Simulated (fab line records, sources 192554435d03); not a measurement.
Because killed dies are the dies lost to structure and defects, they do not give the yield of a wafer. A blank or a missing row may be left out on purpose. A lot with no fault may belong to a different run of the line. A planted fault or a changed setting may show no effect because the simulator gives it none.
Matching of chambers -- flow n5Finfet -- N5_BEOL_M2_STRIP_19 on rieDiel-05: 4 sister chambers
The step strips in O2. 4 wafers are shown with their chamber, then 12 later ones without.

EACH WAFER AND ITS CHAMBER
wafer,chamber,showerheadPlenumPTorr (Torr)
L088.4,2,2.05
L090.1,0,2.11
L090.2,3,2.13
L090.3,1,2.03

WAFERS WITHOUT THEIR CHAMBER
wafer,showerheadPlenumPTorr (Torr)
L092.1,2.11
L092.4,2.05
L092.5,2.05
L093.1,2.11
L093.4,2.13
L093.6,2.11
L094.1,2.11
L094.2,2.04
L094.3,2.03
L094.4,2.13
L094.5,2.11
L094.6,2.13

WHICH CHAMBER EACH ONE RAN IN
wafer,from the rows above,in truth
L092.1,0,0
L092.4,2,2
L092.5,2,2
L093.1,0,0
L093.4,3,3
L093.6,0,0
L094.1,0,0
L094.2,can't be placed: 2 or 1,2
L094.3,1,1
L094.4,3,3
L094.5,0,0
L094.6,3,3
11 of 12 placed correctly. From these rows, 1 cannot be placed; in 1 the true chamber is one of the candidates. Wrongly placed: 0.
How it was worked out, from the rows above alone: a wafer's distance from a chamber is the root of the sum, over the readings, of the square of ((its reading less the chamber's mean) divided by the reading's scatter). The wafer belongs to the nearest chamber; if the next one is less than 2 further off, it can't be placed. A chamber's mean is the mean of its shown wafers. The scatter (one wafer shown for each chamber): square how far every hidden wafer sits from the nearest shown wafer, average those squares and take the square root.
